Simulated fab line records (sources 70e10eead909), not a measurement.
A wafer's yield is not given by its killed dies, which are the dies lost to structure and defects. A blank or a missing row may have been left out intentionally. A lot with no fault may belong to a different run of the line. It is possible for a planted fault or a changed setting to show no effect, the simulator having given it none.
A struck lot beside a sound one	flow nand-harc	12 out of 1159 route steps
Sound: the wafers L875.2, L875.5, L875.6. Struck: wafer L881.3. (L881.5 of the same lot was not struck and is left out.) The cause comes at the end.
At each step with rows: each side's tool, then ch and its chambers, then its first start. Under that, the readings that differ: sound wafers	struck wafers	difference of the means	sigmas: that difference in standard deviations of wafers without a fault.
alike: readings whose means differ by less than 2 such deviations, and words and numbers that are the same on both sides. not compared: withheld readings, readings that some wafer has no value for, bounds like >300 that may hide the same value, and numbers for which the record gives no deviation and whose values overlap.
Wherever a step has rows on one side only, a row that says differs or no value, or a row with sigmas, the two part there. Numbers that have no deviation but don't overlap get no sigmas and don't part them. A reading missing from all wafers of one side parts the sides only when that side holds two or more wafers.

NHARC_A_WL_FILL_INSPECT_15:
  sound: defect-inspect-02 at day 16 14:13; struck: defect-inspect-02 at day 18 15:48
  alike: raw-defect-count
NHARC_A_CONTACT_DEP_24: deposits SiO2, target thk 500 nm.
  sound on pecvd-01 ch 1,2, day 16 14:25; struck on pecvd-02 ch 0, day 18 15:56
reading	sound	struck	difference	sigmas
chamber-pressure-Torr (Torr)	6.498 6.491 6.520	6.473	-0.030	-2
  alike: heater-power-w, throttle-valve-pct
NHARC_A_CONTACT_DEP_28: deposits aC, target thk 3600 nm.
  sound on acl-dep-03 ch 0, day 16 15:34; struck on acl-dep-01 ch 0, day 18 19:00
  alike: throttle-valve-pct
NHARC_A_CONTACT_DEP_29: deposits SiON, target thk 70 nm.
  sound on pecvd-02 ch 1,2, day 16 17:28; struck on pecvd-04 ch 0, day 18 20:32
reading	sound	struck	difference	sigmas
chamber-pressure-Torr (Torr)	3.504 3.498 3.492	3.516	+0.018	+2
  alike: heater-power-w
then, 5 steps without rows for these wafers: NHARC_A_CONTACT_DEHYDRATE_32 (time 120 s); NHARC_A_CONTACT_HMDS_33 (time 30 s); NHARC_A_CONTACT_COAT_34 (time 75 s); NHARC_A_CONTACT_COAT_35 (time 65 s); NHARC_A_CONTACT_COAT_36 (resist thk 90 nm).
NHARC_A_CONTACT_SOFTBAKE_37: time 55 s.
  sound on litho-track-04 ch 0, day 16 17:00; struck on litho-track-04 ch 0, day 18 20:00
reading	sound	struck	difference	sigmas
heater-power-total-W (W)	188.45 188.32 188.67	222.63	+34.15	+99 or more
after that, 1 step had no rows for these wafers: NHARC_A_CONTACT_EBR_38.
NHARC_END_SORT_01:
  the record has rows for the sound wafers here (prober-02 ch 0, day 20 07:08) and none for the struck ones

## WHERE THEY PART
At NHARC_A_CONTACT_DEP_24 first; at NHARC_END_SORT_01 last (within this record only).

WHY: whatever the simulator had introduced
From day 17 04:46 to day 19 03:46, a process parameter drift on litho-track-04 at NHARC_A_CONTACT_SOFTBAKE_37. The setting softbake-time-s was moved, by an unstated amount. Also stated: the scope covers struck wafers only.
